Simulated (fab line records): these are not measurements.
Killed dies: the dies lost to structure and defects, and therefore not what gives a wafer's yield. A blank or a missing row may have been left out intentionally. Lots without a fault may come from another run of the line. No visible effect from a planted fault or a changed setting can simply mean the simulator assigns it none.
fab line records ; flow nand-harc
[record] lots = 7; wafers = 21; last-day = 24
route steps=1159 shown A_BONDPAD@1076
lots with no fault: from the same line, run without faults
start-h: hours from the record's first day to the start of the lot's first wafer shown ; wait-h: hours from the lot's prior step to this one ; " as in the row above ; L1.1+2: one row covering several wafers at once ; - value missing, or start not given ; * or withheld: withheld ; < > ~ a bound
route shown NAME@n: names a module that has steps shown in the file, with the first one's number in the route ; usual: mean and standard deviation over wafers with no fault ; same: alike in all rows ; chamber/n: place in a boat ; sites: each site's reading ; _std_site: how widely they spread, as a standard deviation ; _edge_site: the outer-site mean with the inner-site mean subtracted ; radius-mm: how far each site lies from the wafer's centre ; mask NAME#n: copy n ; behind: the last tool/chamber to shape the wafer ; hold: why the lot went on hold/how many hours it stayed there/how the hold came to an end ; device: the n, p or np transistor that did not switch ; end of line: the same wafers' tests at the end of the route ; step lacking rows: just its recipe ; killed: count of dies lost to structure and defects at first sort (not the wafer's yield) ; map: a wafer's dies, marking killed ones x, the rest . and places with no die _
set.NAME: the run value of the setting; set.NAME@STEP: its run value at that earlier step ; model.NAME: the simulator's own value behind a step, which no gauge read
a table for each step, a row for each wafer; lots at some steps of the route
services: the hour from which a tool's chamber was out of use, counted from the record's first day as start-h (under 0 if before that day), plus the number of hours and why
[[steps]]
[step NHARC_A_BONDPAD_ETCH_34]
[recipe] target-depth-a = 600; overetch-a = 180; time-s = 65.91; ion-energy-ev = 200; n2-flow-sccm = 150; h2-flow-sccm = 150; ar-flow-sccm = 0; rf-w = 400; bias-w = 150; chemistry = N2/H2
[usual] drypump-motor-current-A = 5.8/0.37; oes-product-au = 1.002/0.011; rf-vpp-V = 430.9/2.6; showerhead-plenum-p-Torr = 2.05/0.093; throttle-valve-pct = 14.170/0.0093
lot.wafer;tool;chamber;start-h;wait-h;drypump-motor-current-A;oes-product-au;rf-hours-counter-h;rf-vpp-V;showerhead-plenum-p-Torr;throttle-valve-pct
L667.1;rie-diel-11;2;431.10;0.1;5.7;0.987;2;428.7;1.96;14.171
L667.3;rie-diel-11;0;431.10;0.1;5.6;0.998;3;430.9;2.10;14.169
L667.6;rie-diel-11;1;431.10;0.1;5.3;1.015;-;432.7;2.07;14.161
L669.3;rie-diel-12;2;463.58;0.1;5.4;0.985;14;430.0;2.04;14.165
L669.2;rie-diel-12;1;463.58;0.1;6.0;1.017;12;428.3;1.99;14.182
L669.6;rie-diel-12;2;463.58;0.1;5.4;0.979;-;429.0;2.04;14.174
L676.1;rie-diel-08;2;502.54;0.1;6.1;1.002;6;434.2;2.19;14.180
L676.2;rie-diel-08;0;502.54;0.1;5.8;0.979;6;435.8;2.22;14.171
L676.6;rie-diel-08;2;502.54;0.1;6.1;1.002;-;434.6;2.19;14.181
L675.3;rie-diel-11;0;502.64;0.1;5.7;0.988;5;431.9;2.10;14.175
L675.2;rie-diel-11;1;502.64;0.1;5.3;1.012;5;432.2;2.07;14.173
L675.6;rie-diel-11;3;502.64;0.1;6.2;1.017;-;432.2;2.17;14.168
L677.2;rie-diel-11;0;502.93;0.1;5.6;0.983;5;433.0;2.10;14.184
L677.4;rie-diel-11;2;502.93;0.1;5.8;0.989;4;429.2;1.96;14.141
L677.6;rie-diel-11;0;502.93;0.1;5.6;0.993;-;431.9;2.10;14.177
L683.3;rie-diel-11;3;530.30;0.1;6.2;1.015;6;434.9;2.17;14.176
L683.4;rie-diel-11;0;530.30;0.1;5.6;0.983;7;430.9;2.10;14.174
L683.6;rie-diel-11;3;530.30;0.1;6.2;0.995;-;433.8;2.17;14.172
L684.4;rie-diel-12;3;544.10;0.1;6.3;0.998;31;427.6;1.88;14.182
L684.3;rie-diel-12;1;544.10;0.1;6.0;1.010;27;428.7;1.99;14.172
L684.6;rie-diel-12;3;544.10;0.1;6.3;1.004;-;425.8;1.88;14.166
[step NHARC_A_BONDPAD_ETCH_12]
[recipe] target-depth-a = 2200; time-s = 110; chf3-flow-sccm = 50; o2-flow-sccm = 10; ar-flow-sccm = 200; rf-w = 500; bias-w = 200; chemistry = CHF3/O2
[usual] drypump-motor-current-A = 5.8/0.37; oes-product-au = 0.948/0.023; rf-vpp-V = 370.9/2.3; showerhead-plenum-p-Torr = 2.41/0.099; throttle-valve-pct = 20.573/0.0082
lot.wafer;tool;chamber;start-h;wait-h;drypump-motor-current-A;oes-product-au;rf-hours-counter-h;rf-vpp-V;showerhead-plenum-p-Torr;throttle-valve-pct
L667.1;rie-diel-11;2;-;-;5.7;0.944;2;368.3;2.32;20.581
L667.3;rie-diel-11;1;-;-;5.3;0.964;3;371.1;2.44;20.577
L667.6;rie-diel-11;0;-;-;5.6;0.954;-;374.4;2.47;20.573
L669.2;rie-diel-12;2;-;-;5.4;0.916;14;370.3;2.40;20.574
L669.3;rie-diel-12;0;-;-;6.7;0.927;16;369.0;2.37;20.571
L669.6;rie-diel-12;2;-;-;5.4;0.926;-;370.5;2.40;20.563
L676.2;rie-diel-08;3;-;-;6.0;0.982;6;367.9;2.33;20.578
L676.1;rie-diel-08;0;-;-;5.9;0.959;6;374.2;2.59;20.582
L676.6;rie-diel-08;2;-;-;6.0;0.962;-;375.7;2.57;20.583
L675.2;rie-diel-11;0;-;-;5.6;0.947;5;373.6;2.47;20.588
L675.3;rie-diel-11;1;-;-;5.3;0.960;5;372.4;2.44;20.566
L675.6;rie-diel-11;0;-;-;5.6;0.940;-;373.2;2.47;20.569
L677.2;rie-diel-11;0;-;-;5.6;0.969;5;370.8;2.47;20.576
L677.4;rie-diel-11;2;-;-;5.8;0.955;4;369.3;2.32;20.571
L677.6;rie-diel-11;3;-;-;6.2;0.999;-;373.7;2.55;20.573
L683.3;rie-diel-11;2;-;-;5.7;0.910;6;369.8;2.32;20.597
L683.4;rie-diel-11;0;-;-;5.6;0.921;7;372.8;2.47;20.570
L683.6;rie-diel-11;3;-;-;6.2;0.934;-;375.1;2.55;20.569
L684.4;rie-diel-12;1;-;-;5.9;0.939;27;369.4;2.34;20.573
L684.3;rie-diel-12;2;-;-;5.4;0.927;30;371.1;2.40;20.566
L684.6;rie-diel-12;1;-;-;6.0;0.930;-;367.9;2.34;20.568
[step NHARC_A_BONDPAD_CD_MEAS_13]
[usual] cd-nm = 501/3.6
lot.wafer;tool;chamber;start-h;wait-h;cd-nm
L667.1;cd-sem-02;-;431.36;-;501
L667.3;cd-sem-02;-;431.36;-;502
L667.6;cd-sem-02;-;431.36;-;498
L669.2;cd-sem-01;-;463.81;-;503
L669.3;cd-sem-01;-;463.81;-;504
L669.6;cd-sem-01;-;463.81;-;503
L676.1;cd-sem-02;-;502.77;-;503
L676.2;cd-sem-02;-;502.77;-;501
L676.6;cd-sem-02;-;502.77;-;500
L675.2;cd-sem-03;-;502.86;-;503
L675.3;cd-sem-03;-;502.86;-;498
L675.6;cd-sem-03;-;502.86;-;502
L677.2;cd-sem-01;-;503.16;-;504
L677.4;cd-sem-01;-;503.16;-;497
L677.6;cd-sem-01;-;503.16;-;498
L683.3;cd-sem-02;-;530.61;-;503
L683.4;cd-sem-02;-;530.61;-;500
L683.6;cd-sem-02;-;530.61;-;503
L684.3;cd-sem-02;-;544.33;-;503
L684.4;cd-sem-02;-;544.33;-;504
L684.6;cd-sem-02;-;544.33;-;502
[step NHARC_A_BONDPAD_STRIP_15]
[recipe] o2-flow-sccm = 500; ar-flow-sccm = 0; bias-w = 0; chemistry = O2
[step NHARC_A_BONDPAD_ETCH_24]
[recipe] target-depth-a = 300; over-etch-frac = 0.3; time-s = 72.99; ion-energy-ev = 150; cf4-flow-sccm = 50; n2-flow-sccm = 100; ar-flow-sccm = 150; rf-w = 300; bias-w = 100; chemistry = CF4/N2
[usual] drypump-motor-current-A = 5.9/0.41; oes-product-au = 1.002/0.012; rf-vpp-V = 314.3/2; showerhead-plenum-p-Torr = 2.63/0.11; throttle-valve-pct = 19.793/0.0096
[same] over-etch-frac = 0.3
lot.wafer;tool;chamber;start-h;wait-h;drypump-motor-current-A;oes-product-au;rf-hours-counter-h;rf-vpp-V;showerhead-plenum-p-Torr;throttle-valve-pct
L667.3;rie-diel-12;2;-;-;5.4;0.996;5;313.0;2.63;19.793
L667.1;rie-diel-12;0;-;-;6.6;0.998;7;312.4;2.59;19.784
L667.6;rie-diel-12;2;-;-;5.4;0.987;-;314.2;2.63;19.799
L669.3;rie-diel-12;2;-;-;5.4;0.979;14;314.4;2.63;19.784
L669.2;rie-diel-12;0;-;-;6.6;1.002;16;312.3;2.59;19.787
L669.6;rie-diel-12;1;-;-;6.0;1.003;-;312.9;2.57;19.772
L676.1;rie-diel-08;3;-;-;6.0;0.996;6;314.7;2.55;19.791
L676.2;rie-diel-08;0;-;-;5.9;0.983;6;316.6;2.83;19.795
L676.6;rie-diel-08;2;-;-;6.1;0.996;-;317.2;2.81;19.796
L675.3;rie-diel-12;2;-;-;5.4;0.994;22;313.7;2.62;19.808
L675.2;rie-diel-12;0;-;-;6.6;1.005;22;313.4;2.58;19.805
L675.6;rie-diel-12;1;-;-;6.0;1.012;-;312.2;2.57;19.799
L677.2;rie-diel-11;0;-;-;5.6;0.987;5;314.1;2.70;19.781
L677.4;rie-diel-11;1;-;-;5.3;0.998;5;314.8;2.66;19.791
L677.6;rie-diel-11;3;-;-;6.2;1.017;-;317.5;2.78;19.814
L683.3;rie-diel-11;2;-;-;5.8;1.002;6;314.4;2.53;19.778
L683.4;rie-diel-11;3;-;-;6.2;1.012;6;316.7;2.78;19.790
L683.6;rie-diel-11;0;-;-;5.6;0.994;-;315.3;2.70;19.792
L684.4;rie-diel-08;1;-;-;6.5;0.971;24;311.6;2.44;19.797
L684.3;rie-diel-08;2;-;-;6.0;0.989;23;316.8;2.80;19.797
L684.6;rie-diel-08;0;-;-;5.9;0.978;-;318.0;2.83;19.790
[step NHARC_A_BONDPAD_STRIP_16]
[recipe] time-s = 600; temp-c = 30; chemistry = post-etch-residue-remover
[step NHARC_A_BONDPAD_DEGAS_25]
[recipe] temp-c = 300; time-s = 60
[usual] heater-power-w = 437/48
lot.wafer;tool;chamber;start-h;wait-h;heater-power-w
L667.3;pvd-sputter-02;-;431.98;-;458
L667.1;pvd-sputter-02;-;431.98;-;441
L667.6;pvd-sputter-02;-;431.98;-;406
L669.2;pvd-sputter-01;-;464.45;-;559
L669.3;pvd-sputter-01;-;464.45;-;402
L669.6;pvd-sputter-01;-;464.45;-;377
L676.2;pvd-sputter-03;-;503.45;-;457
L676.1;pvd-sputter-03;-;503.45;-;456
L676.6;pvd-sputter-03;-;503.45;-;469
L675.3;pvd-sputter-01;-;503.52;-;572
L675.2;pvd-sputter-01;-;503.52;-;390
L675.6;pvd-sputter-01;-;503.52;-;398
L677.4;pvd-sputter-03;-;503.78;-;479
L677.2;pvd-sputter-03;-;503.78;-;452
L677.6;pvd-sputter-03;-;503.78;-;469
L683.3;pvd-sputter-01;-;531.24;-;394
L683.4;pvd-sputter-01;-;531.24;-;403
L683.6;pvd-sputter-01;-;531.24;-;373
L684.4;pvd-sputter-02;-;544.94;-;447
L684.3;pvd-sputter-02;-;544.94;-;407
L684.6;pvd-sputter-02;-;544.94;-;400
[step NHARC_A_BONDPAD_PRE_CLEAN_26]
[recipe] time-s = 30; temp-c = 280; gas = H2/He
[step NHARC_A_BONDPAD_PVD_17]
[recipe] target-thk-a = 50; bias-v = 168.6; power-w = 15000; chamber-pressure-pa = 0.12; time-s = 8.06; substrate-temp-c = 50; material = TaN
[step NHARC_A_BONDPAD_PVD_27]
[recipe] target-thk-a = 300; chamber-pressure-pa = 5; power-w = 5000; substrate-temp-c = 30; time-s = 20.49; material = Cu
[usual] cathode-dc-power-W = 5000.0/0.93; substrate-temp-c = 29.99/0.11; throttle-valve-pct = 30.0/0.98
lot.wafer;tool;chamber;start-h;wait-h;cathode-dc-power-W;substrate-temp-c;throttle-valve-pct
L667.3;pvd-sputter-02;-;-;-;5000.4;29.83;28.5
L667.1;pvd-sputter-02;-;-;-;4999.1;30.11;29.4
L667.6;pvd-sputter-02;-;-;-;5000.2;29.90;28.4
L669.3;pvd-sputter-01;-;-;-;4999.9;29.99;29.7
L669.2;pvd-sputter-01;-;-;-;4999.6;29.85;32.3
L669.6;pvd-sputter-01;-;-;-;4999.9;30.00;30.4
L676.1;pvd-sputter-03;-;-;-;5001.0;30.05;31.2
L676.2;pvd-sputter-03;-;-;-;4999.9;30.01;30.1
L676.6;pvd-sputter-03;-;-;-;5000.6;29.77;31.0
L675.2;pvd-sputter-01;-;-;-;5000.1;29.80;31.0
L675.3;pvd-sputter-01;-;-;-;5000.6;30.00;29.4
L675.6;pvd-sputter-01;-;-;-;5000.6;29.90;30.6
L677.4;pvd-sputter-03;-;-;-;5000.0;30.08;30.2
L677.2;pvd-sputter-03;-;-;-;5000.4;29.88;30.1
L677.6;pvd-sputter-03;-;-;-;4996.5;30.00;29.9
L683.4;pvd-sputter-01;-;-;-;5000.2;29.82;32.3
L683.3;pvd-sputter-01;-;-;-;4999.4;30.09;31.3
L683.6;pvd-sputter-01;-;-;-;4999.8;29.73;30.3
L684.3;pvd-sputter-02;-;-;-;5001.0;30.11;28.4
L684.4;pvd-sputter-02;-;-;-;4999.1;29.97;29.8
L684.6;pvd-sputter-02;-;-;-;5001.1;30.16;28.6
[step NHARC_A_BONDPAD_ECD_18]
[recipe] target-thk-a = 4000; bath-temp-c = 25; material = Cu
[step NHARC_A_BONDPAD_ANNEAL_28]
[recipe] temp-c = 225; time-s = 90
[step NHARC_A_BONDPAD_CMP_19]
[recipe] t-overpolish-s = 30; cu-recess-touch-s = 16; target-thk-nm = 169.8
[usual] cu-recess-touch-s = 16/0; edge-zone-pressure-frac = 1.000/0.0047; motor-current-A = 12.4/1.3; overpolish-run-s = 29.999/0.009
lot.wafer;tool;chamber;start-h;wait-h;cu-recess-touch-s;edge-zone-pressure-frac;motor-current-A;overpolish-run-s
L667.3;cmp-03;0;433.07;-;16;1.006;10.4;29.998
L667.1;cmp-03;3;433.07;-;16;0.998;15.0;30.003
L667.6;cmp-03;0;433.07;-;16;1.010;10.8;30.011
L669.3;cmp-03;3;465.54;-;16;0.994;14.1;29.984
L669.2;cmp-03;0;465.54;-;16;1.002;9.7;29.987
L669.6;cmp-03;3;465.54;-;16;0.994;14.2;30.004
L676.2;cmp-02;3;504.56;-;-;-;-;-
L676.1;cmp-02;1;504.56;-;-;-;-;-
L676.6;cmp-02;3;504.56;-;-;-;-;-
L675.3;cmp-03;0;504.81;-;-;-;-;-
L675.2;cmp-03;1;504.81;-;-;-;-;-
L675.6;cmp-03;3;504.81;-;-;-;-;-
L677.2;cmp-02;0;505.09;-;-;-;-;-
L677.4;cmp-02;2;505.09;-;-;-;-;-
L677.6;cmp-02;3;505.09;-;-;-;-;-
L683.4;cmp-03;2;532.39;-;16;0.999;12.4;30.011
L683.3;cmp-03;3;532.39;-;16;0.994;15.7;30.013
L683.6;cmp-03;0;532.39;-;16;1.007;10.4;29.998
L684.3;cmp-02;2;546.06;-;16;0.996;11.3;30.000
L684.4;cmp-02;0;546.06;-;16;1.003;13.7;30.000
L684.6;cmp-02;1;546.06;-;16;1.003;11.8;29.982
[step NHARC_A_BONDPAD_THK_MEAS_20]
[recipe] thk-meas-gauge = xrf
[usual] thk-nm = 169.8/1.8
lot.wafer;tool;chamber;start-h;wait-h;thk-nm
L667.1;film-metro-02;-;433.39;-;171.4
L667.3;film-metro-02;-;433.39;-;169.7
L667.6;film-metro-02;-;433.39;-;170.1
L669.2;film-metro-02;-;465.83;-;170.4
L669.3;film-metro-02;-;465.83;-;170.5
L669.6;film-metro-02;-;465.83;-;170.0
L676.1;film-metro-01;-;504.85;0.2;394.7
L676.2;film-metro-01;-;504.85;0.2;394.1
L676.6;film-metro-01;-;504.85;0.2;399.0
L675.2;film-metro-02;-;505.08;0.2;397.8
L675.3;film-metro-02;-;505.08;0.2;396.5
L675.6;film-metro-02;-;505.08;0.2;395.1
L677.2;film-metro-01;-;505.39;0.3;395.6
L677.4;film-metro-01;-;505.39;0.3;393.9
L677.6;film-metro-01;-;505.39;0.3;398.1
L683.3;film-metro-02;-;532.66;-;171.1
L683.4;film-metro-02;-;532.66;-;170.0
L683.6;film-metro-02;-;532.66;-;170.8
L684.3;film-metro-01;-;546.35;-;167.3
L684.4;film-metro-01;-;546.35;-;166.8
L684.6;film-metro-01;-;546.35;-;171.1
[step NHARC_A_BONDPAD_SRD_21]
[recipe] time-s = 30; temp-c = 23; dry-time-s = 20; spin-rpm = 1500
[step NHARC_A_BONDPAD_INSPECT_23]
[usual] raw-defect-count = 464/100
lot.wafer;tool;chamber;start-h;wait-h;raw-defect-count
L667.1;defect-inspect-01;-;433.59;0.0;458
L667.3;defect-inspect-01;-;433.59;0.0;450
L667.6;defect-inspect-01;-;433.59;0.0;417
L669.2;defect-inspect-02;-;466.04;0.0;334
L669.3;defect-inspect-02;-;466.04;0.0;475
L669.6;defect-inspect-02;-;466.04;0.0;390
L676.1;defect-inspect-01;-;505.05;0.0;3237
L676.2;defect-inspect-01;-;505.05;0.0;3200
L676.6;defect-inspect-01;-;505.05;0.0;3332
L675.2;defect-inspect-01;-;505.31;0.0;3169
L675.3;defect-inspect-01;-;505.31;0.0;3152
L675.6;defect-inspect-01;-;505.31;0.0;3268
L677.2;defect-inspect-01;-;505.62;0.0;3221
L677.4;defect-inspect-01;-;505.62;0.0;3102
L677.6;defect-inspect-01;-;505.62;0.0;3267
L683.3;defect-inspect-02;-;532.89;0.0;433
L683.4;defect-inspect-02;-;532.89;0.0;426
L683.6;defect-inspect-02;-;532.89;0.0;564
L684.3;defect-inspect-01;-;546.58;0.0;382
L684.4;defect-inspect-01;-;546.58;0.0;469
L684.6;defect-inspect-01;-;546.58;0.0;357
[[services]]
tool;chamber;start-h;hours;kind
cmp-02;-;424.15;4.0;pm
rie-diel-11;0;424.50;-;clean
rie-diel-11;1;424.50;-;clean
rie-diel-11;2;424.50;-;clean
rie-diel-11;3;424.50;-;clean
rie-diel-11;3;430.58;3.9;repair
rie-diel-12;1;441.76;11.6;repair
pvd-sputter-01;-;445.54;6.2;repair
rie-diel-11;0;449.00;-;clean
rie-diel-11;1;449.00;-;clean
cmp-03;-;450.00;4.0;pm
pvd-sputter-03;-;458.00;10.0;pm
cmp-03;-;462.05;1.0;repair
rie-diel-11;2;475.76;4.6;repair
rie-diel-12;0;478.21;5.0;repair
rie-diel-08;-;479.57;9.0;pm
cmp-03;-;487.95;0.3;repair
cmp-02;-;491.86;1.0;repair
pvd-sputter-01;-;509.78;9.3;repair
cmp-03;-;514.26;0.5;repair
cmp-02;-;522.15;4.0;pm
rie-diel-11;2;541.81;9.8;repair
rie-diel-11;-;543.50;9.0;pm
pvd-sputter-01;-;544.49;4.9;repair
[[key]]
[first-sign] step = NHARC_A_BONDPAD_CMP_19; reading = tool-record; direction = missing
[effect] step = NHARC_A_BONDPAD_THK_MEAS_20; reading = thk-nm; direction = up; sigmas = 99+; usual = 169.8; struck = 396.1
[effect] step = NHARC_A_BONDPAD_INSPECT_23; reading = raw-defect-count; direction = up; sigmas = 27; usual = 464; struck = 3216
met-at NHARC_A_BONDPAD_CMP_19
struck-wafers L675.2,L675.3,L675.6,L676.1,L676.2,L676.6,L677.2,L677.4,L677.6
later-rows-left-out L675.2,L675.3,L675.6,L676.1,L676.2,L676.6,L677.2,L677.4,L677.6
sort-left-out L675.2,L675.3,L675.6,L676.1,L676.2,L676.6,L677.2,L677.4,L677.6
onset-between 465.54 504.56
[fault] kind = skipped-step-whole; tool = cmp-02,cmp-03; chamber = -; onset-h = 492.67; steps = NHARC_A_BONDPAD_CMP_19; scope = struck-lots-only
// sort-left-out: the simulated sort isn't trusted on such a fault, so these wafers' sort isn't shown, and their yield isn't known
// later-rows-left-out: the simulator's readings of these wafers behind a module that went badly wrong aren't trusted and aren't shown, but for the sort
